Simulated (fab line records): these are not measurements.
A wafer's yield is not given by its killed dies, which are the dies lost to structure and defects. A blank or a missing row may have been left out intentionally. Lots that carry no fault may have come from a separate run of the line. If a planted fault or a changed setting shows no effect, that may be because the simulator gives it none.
Which tool is to blame? :: flow nandHarc :: 12 lots, 36 wafers sampled, at 5 steps of a route of 1302

## WHAT THE GAUGES SHOWED, per wafer
NHARC_END_SORT_01. Usual: killedAtArray 57, standard deviation 19; killedAtOther 0.9, standard deviation 1.1; killedAtPeriphery 4.0, standard deviation 2.6; killedDies 62, standard deviation 19; killedOpen 3.3, standard deviation 1.8; killedShort 2.4, standard deviation 1.7.
lot: L600
measured: day 29 15:41
on: prober-01
killedAtArray: 674 671 671
killedAtOther: 0 1 1
killedAtPeriphery: 3 5 5
killedDies: 677 677 677
killedOpen: 2 5 0
killedShort: 0 4 1
flag: OFF

lot: L601
measured: day 30 18:28
on: prober-01
killedAtArray: 669 673 671
killedAtOther: 3 2 5
killedAtPeriphery: 5 2 1
killedDies: 677 677 677
killedOpen: 5 5 1
killedShort: 0 2 1
flag: OFF

lot: L602
measured: day 30 14:55
on: prober-02
killedAtArray: 674 675 673
killedAtOther: 1 1 0
killedAtPeriphery: 2 1 4
killedDies: 677 677 677
killedOpen: 2 2 7
killedShort: 4 1 2
flag: OFF

## WHICH TOOL RAN EACH LOT (tool, then ch and the chambers of the sampled wafers, then the start)
lot: L587
NHARC_A_CHANNEL_HOLE_D2_ETCH_23: harEtch-01 ch 0,1, day 13 03:12
NHARC_A_CHANNEL_FILL_D2_ALD_02: aldHk-01 ch 2,3, day 13 07:41
NHARC_A_CHANNEL_FILL_D2_ETCHBACK_20: rieDiel-13 ch 0,1,2, day 14 11:26
NHARC_A_CHANNEL_FILL_D2_ETCHBACK_08: rieDiel-02 ch 2,3, day 15 04:31

lot: L589
NHARC_A_CHANNEL_HOLE_D2_ETCH_23: harEtch-02 ch 0,1, day 13 22:21
NHARC_A_CHANNEL_FILL_D2_ALD_02: aldHk-01 ch 0,1,2, day 14 02:39
NHARC_A_CHANNEL_FILL_D2_ETCHBACK_20: rieDiel-13 ch 0,1,3, day 15 04:28
NHARC_A_CHANNEL_FILL_D2_ETCHBACK_08: rieDiel-02 ch 1,2,3, day 15 21:48

lot: L593
NHARC_A_CHANNEL_HOLE_D2_ETCH_23: harEtch-01 ch 0,1, day 15 15:53
NHARC_A_CHANNEL_FILL_D2_ALD_02: aldHk-03 ch 0,2,3, day 15 20:14
NHARC_A_CHANNEL_FILL_D2_ETCHBACK_20: rieDiel-02 ch 0,1,2, day 16 18:52
NHARC_A_CHANNEL_FILL_D2_ETCHBACK_08: rieDiel-13 ch 1,2, day 17 13:05

lot: L596
NHARC_A_CHANNEL_HOLE_D2_ETCH_23: harEtch-01 ch 0,1, day 16 12:55
NHARC_A_CHANNEL_FILL_D2_ALD_02: aldHk-03 ch 0,1,2, day 16 17:31
NHARC_A_CHANNEL_FILL_D2_ETCHBACK_20: rieDiel-06 ch 0,3, day 17 17:10
NHARC_A_CHANNEL_FILL_D2_ETCHBACK_08: rieDiel-06 ch 0,1,3, day 18 10:32

lot: L598
NHARC_A_CHANNEL_HOLE_D2_ETCH_23: harEtch-01 ch 0,1, day 17 14:56
NHARC_A_CHANNEL_FILL_D2_ALD_02: aldHk-01 ch 2,3, day 17 19:14
NHARC_A_CHANNEL_FILL_D2_ETCHBACK_20: rieDiel-02 ch 1,2,3, day 18 20:45
NHARC_A_CHANNEL_FILL_D2_ETCHBACK_08: rieDiel-02 ch 0,1, day 19 13:32

lot: L599
NHARC_A_CHANNEL_HOLE_D2_ETCH_23: harEtch-02 ch 0,1, day 18 01:32
NHARC_A_CHANNEL_FILL_D2_ALD_02: aldHk-04 ch 0,2,3, day 18 08:44
NHARC_A_CHANNEL_FILL_D2_ETCHBACK_20: rieDiel-02 ch 1,3, day 19 08:54
NHARC_A_CHANNEL_FILL_D2_ETCHBACK_08: rieDiel-06 ch 0,1,3, day 20 02:33

lot: L600
NHARC_A_CHANNEL_HOLE_D2_ETCH_23: harEtch-02 ch 0,1, day 18 23:24
NHARC_A_CHANNEL_FILL_D2_ALD_02: aldHk-03 ch 0,2,3, day 19 05:52
NHARC_A_CHANNEL_FILL_D2_ETCHBACK_20: rieDiel-02 ch 0,1, day 20 05:29
NHARC_A_CHANNEL_FILL_D2_ETCHBACK_08: rieDiel-06 ch 1,2,3, day 20 23:03

lot: L601
NHARC_A_CHANNEL_HOLE_D2_ETCH_23: harEtch-02 ch 0,1, day 19 11:26
NHARC_A_CHANNEL_FILL_D2_ALD_02: aldHk-04 ch 0,1,3, day 19 15:47
NHARC_A_CHANNEL_FILL_D2_ETCHBACK_20: rieDiel-02 ch 0,2, day 20 15:59
NHARC_A_CHANNEL_FILL_D2_ETCHBACK_08: rieDiel-02 ch 0,3, day 21 09:23

lot: L602
NHARC_A_CHANNEL_HOLE_D2_ETCH_23: harEtch-01 ch 0,1, day 19 11:39
NHARC_A_CHANNEL_FILL_D2_ALD_02: aldHk-03 ch 1,3, day 19 16:06
NHARC_A_CHANNEL_FILL_D2_ETCHBACK_20: rieDiel-06 ch 0,1,2, day 20 15:59
NHARC_A_CHANNEL_FILL_D2_ETCHBACK_08: rieDiel-13 ch 0,2, day 21 09:25

lot: L608
NHARC_A_CHANNEL_HOLE_D2_ETCH_23: harEtch-02 ch 0,1, day 22 04:10
NHARC_A_CHANNEL_FILL_D2_ALD_02: aldHk-01 ch 0,2, day 22 08:31
NHARC_A_CHANNEL_FILL_D2_ETCHBACK_20: rieDiel-02 ch 0,1,2, day 23 09:16
NHARC_A_CHANNEL_FILL_D2_ETCHBACK_08: rieDiel-06 ch 1,2,3, day 24 02:20

lot: L610
NHARC_A_CHANNEL_HOLE_D2_ETCH_23: harEtch-02 ch 0,1, day 23 03:14
NHARC_A_CHANNEL_FILL_D2_ALD_02: aldHk-03 ch 1,3, day 23 07:29
NHARC_A_CHANNEL_FILL_D2_ETCHBACK_20: rieDiel-06 ch 0,2, day 24 07:45
NHARC_A_CHANNEL_FILL_D2_ETCHBACK_08: rieDiel-06 ch 0,1,3, day 25 00:49

lot: L609
NHARC_A_CHANNEL_HOLE_D2_ETCH_23: harEtch-01 ch 0,1, day 23 04:52
NHARC_A_CHANNEL_FILL_D2_ALD_02: aldHk-04 ch 0,2,3, day 23 09:08
NHARC_A_CHANNEL_FILL_D2_ETCHBACK_20: rieDiel-02 ch 0,1,3, day 24 07:46
NHARC_A_CHANNEL_FILL_D2_ETCHBACK_08: rieDiel-06 ch 1,2,3, day 25 00:46
- NHARC_A_CHANNEL_HOLE_D2_ETCH_23: etches the open film in C4F8/O2/Ar, time 819 s, target depth 1600 nm.
- NHARC_A_CHANNEL_FILL_D2_ALD_02: deposits SiO2, target thk 6 nm, pulse time 10 s, ald cycles 60.
- NHARC_A_CHANNEL_FILL_D2_ETCHBACK_20: etches the open film in C4F8/O2/Ar, target depth 27 nm, time 13.5 s.
- NHARC_A_CHANNEL_FILL_D2_ETCHBACK_08: etches the open film in C4F8, target depth 220 nm, time 110 s.

## WHAT THE TOOLS THEMSELVES READ (means of the sampled wafers that have a number; where no wafer has one, the mark that the record gives instead)
NHARC_A_CHANNEL_HOLE_D2_ETCH_23. Usual: drypumpMotorCurrentA 5.5 A, standard deviation 0.44; oesAirLineAu 0.997 a.u., standard deviation 0.017; showerheadPlenumPTorr 3.67 Torr, standard deviation 0.12; throttleValvePct 32.154 %, standard deviation 0.0098.
lot: L587
tool: harEtch-01
drypumpMotorCurrentA (A): 5.2
oesAirLineAu (a.u.): 1.009
showerheadPlenumPTorr (Torr): 3.66
throttleValvePct (%): 32.157
flag: 

lot: L589
tool: harEtch-02
drypumpMotorCurrentA (A): 5.5
oesAirLineAu (a.u.): 0.994
showerheadPlenumPTorr (Torr): 3.66
throttleValvePct (%): 32.165
flag: 

lot: L593
tool: harEtch-01
drypumpMotorCurrentA (A): 5.6
oesAirLineAu (a.u.): 1.001
showerheadPlenumPTorr (Torr): 3.61
throttleValvePct (%): 32.165
flag: 

lot: L596
tool: harEtch-01
drypumpMotorCurrentA (A): 5.2
oesAirLineAu (a.u.): 0.990
showerheadPlenumPTorr (Torr): 3.63
throttleValvePct (%): 32.156
flag: 

lot: L598
tool: harEtch-01
drypumpMotorCurrentA (A): 5.2
oesAirLineAu (a.u.): 1.005
showerheadPlenumPTorr (Torr): 3.62
throttleValvePct (%): 32.150
flag: 

lot: L599
tool: harEtch-02
drypumpMotorCurrentA (A): 5.5
oesAirLineAu (a.u.): 0.993
showerheadPlenumPTorr (Torr): 3.85
throttleValvePct (%): 32.154
flag: 

lot: L600
tool: harEtch-02
drypumpMotorCurrentA (A): 5.6
oesAirLineAu (a.u.): 0.981
showerheadPlenumPTorr (Torr): 3.84
throttleValvePct (%): 32.167
flag: 

lot: L601
tool: harEtch-02
drypumpMotorCurrentA (A): 5.5
oesAirLineAu (a.u.): 1.011
showerheadPlenumPTorr (Torr): 3.77
throttleValvePct (%): 32.157
flag: 

lot: L602
tool: harEtch-01
drypumpMotorCurrentA (A): 5.6
oesAirLineAu (a.u.): 0.989
showerheadPlenumPTorr (Torr): 3.58
throttleValvePct (%): 32.160
flag: 

lot: L608
tool: harEtch-02
drypumpMotorCurrentA (A): 5.5
oesAirLineAu (a.u.): 1.021
showerheadPlenumPTorr (Torr): 3.74
throttleValvePct (%): 32.153
flag: 

lot: L610
tool: harEtch-02
drypumpMotorCurrentA (A): 5.5
oesAirLineAu (a.u.): 1.002
showerheadPlenumPTorr (Torr): 3.74
throttleValvePct (%): 32.152
flag: 

lot: L609
tool: harEtch-01
drypumpMotorCurrentA (A): 5.2
oesAirLineAu (a.u.): 0.992
showerheadPlenumPTorr (Torr): 3.58
throttleValvePct (%): 32.157
flag: 

NHARC_A_CHANNEL_FILL_D2_ALD_02. Usual: heaterPowerW 471 W, standard deviation 50; precursorPulseHeightRel 1.000, standard deviation 0.02.
lot: L587
tool: aldHk-01
heaterPowerW (W): 509
precursorPulseHeightRel: 1.026
flag: 

lot: L589
tool: aldHk-01
heaterPowerW (W): 480
precursorPulseHeightRel: 0.985
flag: 

lot: L593
tool: aldHk-03
heaterPowerW (W): 437
precursorPulseHeightRel: 1.010
flag: 

lot: L596
tool: aldHk-03
heaterPowerW (W): 488
precursorPulseHeightRel: 1.000
flag: 

lot: L598
tool: aldHk-01
heaterPowerW (W): 487
precursorPulseHeightRel: 0.988
flag: 

lot: L599
tool: aldHk-04
heaterPowerW (W): 477
precursorPulseHeightRel: 0.992
flag: 

lot: L600
tool: aldHk-03
heaterPowerW (W): 440
precursorPulseHeightRel: 1.001
flag: 

lot: L601
tool: aldHk-04
heaterPowerW (W): 444
precursorPulseHeightRel: 1.001
flag: 

lot: L602
tool: aldHk-03
heaterPowerW (W): 459
precursorPulseHeightRel: 0.975
flag: 

lot: L608
tool: aldHk-01
heaterPowerW (W): 472
precursorPulseHeightRel: 1.011
flag: 

lot: L610
tool: aldHk-03
heaterPowerW (W): 516
precursorPulseHeightRel: 1.004
flag: 

lot: L609
tool: aldHk-04
heaterPowerW (W): 476
precursorPulseHeightRel: 1.002
flag: 

NHARC_A_CHANNEL_FILL_D2_ETCHBACK_20. Usual: biasW 1500 W, standard deviation 4.8; chamberPressureMTorr 24.999 mTorr, standard deviation 0.023; oesProductAu 0.985 a.u., standard deviation 0.023; rfVppV 980 V, standard deviation 4.5.
lot: L587
tool: rieDiel-13
biasW (W): 1503
chamberPressureMTorr (mTorr): 25.008
oesProductAu (a.u.): 0.988
rfVppV (V): 978
flag: 

lot: L589
tool: rieDiel-13
biasW (W): 1502
chamberPressureMTorr (mTorr): 24.981
oesProductAu (a.u.): 1.004
rfVppV (V): 982
flag: 

lot: L593
tool: rieDiel-02
biasW (W): 1500
chamberPressureMTorr (mTorr): 24.999
oesProductAu (a.u.): 0.949
rfVppV (V): 981
flag: 

lot: L596
tool: rieDiel-06
biasW (W): 1496
chamberPressureMTorr (mTorr): 25.009
oesProductAu (a.u.): 0.997
rfVppV (V): 981
flag: 

lot: L598
tool: rieDiel-02
biasW (W): 1504
chamberPressureMTorr (mTorr): 24.971
oesProductAu (a.u.): 0.974
rfVppV (V): 984
flag: 

lot: L599
tool: rieDiel-02
biasW (W): 1502
chamberPressureMTorr (mTorr): 25.011
oesProductAu (a.u.): 0.979
rfVppV (V): 983
flag: 

lot: L600
tool: rieDiel-02
biasW (W): 1497
chamberPressureMTorr (mTorr): 25.018
oesProductAu (a.u.): 0.930
rfVppV (V): 977
flag: 

lot: L601
tool: rieDiel-02
biasW (W): 1501
chamberPressureMTorr (mTorr): 24.991
oesProductAu (a.u.): 0.999
rfVppV (V): 979
flag: 

lot: L602
tool: rieDiel-06
biasW (W): 1501
chamberPressureMTorr (mTorr): 24.988
oesProductAu (a.u.): 0.986
rfVppV (V): 978
flag: 

lot: L608
tool: rieDiel-02
biasW (W): 1499
chamberPressureMTorr (mTorr): 25.007
oesProductAu (a.u.): 0.994
rfVppV (V): 982
flag: 

lot: L610
tool: rieDiel-06
biasW (W): 1497
chamberPressureMTorr (mTorr): 25.000
oesProductAu (a.u.): 0.999
rfVppV (V): 981
flag: 

lot: L609
tool: rieDiel-02
biasW (W): 1500
chamberPressureMTorr (mTorr): 25.012
oesProductAu (a.u.): 0.984
rfVppV (V): 979
flag: 

NHARC_A_CHANNEL_FILL_D2_ETCHBACK_08. Usual: chamberPressureMTorr 24.999 mTorr, standard deviation 0.023; oesProductAu 0.96 a.u., standard deviation 0.036; rfVppV 441.4 V, standard deviation 2.
lot: L587
tool: rieDiel-02
chamberPressureMTorr (mTorr): 25.022
oesProductAu (a.u.): 1.00
rfVppV (V): 443.6
flag: 

lot: L589
tool: rieDiel-02
chamberPressureMTorr (mTorr): 24.999
oesProductAu (a.u.): 0.93
rfVppV (V): 443.2
flag: 

lot: L593
tool: rieDiel-13
chamberPressureMTorr (mTorr): 25.029
oesProductAu (a.u.): 0.98
rfVppV (V): 440.0
flag: 

lot: L596
tool: rieDiel-06
chamberPressureMTorr (mTorr): 25.002
oesProductAu (a.u.): 0.92
rfVppV (V): 440.9
flag: 

lot: L598
tool: rieDiel-02
chamberPressureMTorr (mTorr): 24.984
oesProductAu (a.u.): 0.91
rfVppV (V): 442.1
flag: 

lot: L599
tool: rieDiel-06
chamberPressureMTorr (mTorr): 25.021
oesProductAu (a.u.): 1.00
rfVppV (V): 440.9
flag: 

lot: L600
tool: rieDiel-06
chamberPressureMTorr (mTorr): -
oesProductAu (a.u.): -
rfVppV (V): -
flag: OFF

lot: L601
tool: rieDiel-02
chamberPressureMTorr (mTorr): -
oesProductAu (a.u.): -
rfVppV (V): -
flag: OFF

lot: L602
tool: rieDiel-13
chamberPressureMTorr (mTorr): -
oesProductAu (a.u.): -
rfVppV (V): -
flag: OFF

lot: L608
tool: rieDiel-06
chamberPressureMTorr (mTorr): 24.999
oesProductAu (a.u.): 1.00
rfVppV (V): 440.5
flag: 

lot: L610
tool: rieDiel-06
chamberPressureMTorr (mTorr): 24.967
oesProductAu (a.u.): 0.92
rfVppV (V): 440.4
flag: 

lot: L609
tool: rieDiel-06
chamberPressureMTorr (mTorr): 24.989
oesProductAu (a.u.): 0.99
rfVppV (V): 440.2
flag: 

## THE ANSWER, worked out from the rows above alone
Rule: a lot counts as off when the mean over its wafers that have a number is more than 3 standard deviations away from the usual mean. A lot without any number at a reading at which 4 lots or more have one is off too. Any other lot the step has rows for is counted as sound. First the gauges in route order, then the tools' own readings, where a lot's mean is used as printed above. The first step at which some lot is off is used, and at that step the reading that is off furthest; a lot without a number counts as furthest.
Off: L600, L601, L602, at NHARC_END_SORT_01 (killedAtArray). Neither off nor sound, because the step has no rows for them: L587, L589, L593, L596, L598, L599, L608, L610, L609.
If a tool, at a process step before that reading, ran all the lots that are off and no sound lot after the first of them, it fits. The gauges at NHARC_END_SORT_01 aren't tried: what is off there is off at NHARC_A_CHANNEL_FILL_D2_ETCHBACK_08 too, on other tools, and a gauge's error can't cause that. Not one of the candidates tried fits.

## WHAT THE SIMULATOR PUT IN
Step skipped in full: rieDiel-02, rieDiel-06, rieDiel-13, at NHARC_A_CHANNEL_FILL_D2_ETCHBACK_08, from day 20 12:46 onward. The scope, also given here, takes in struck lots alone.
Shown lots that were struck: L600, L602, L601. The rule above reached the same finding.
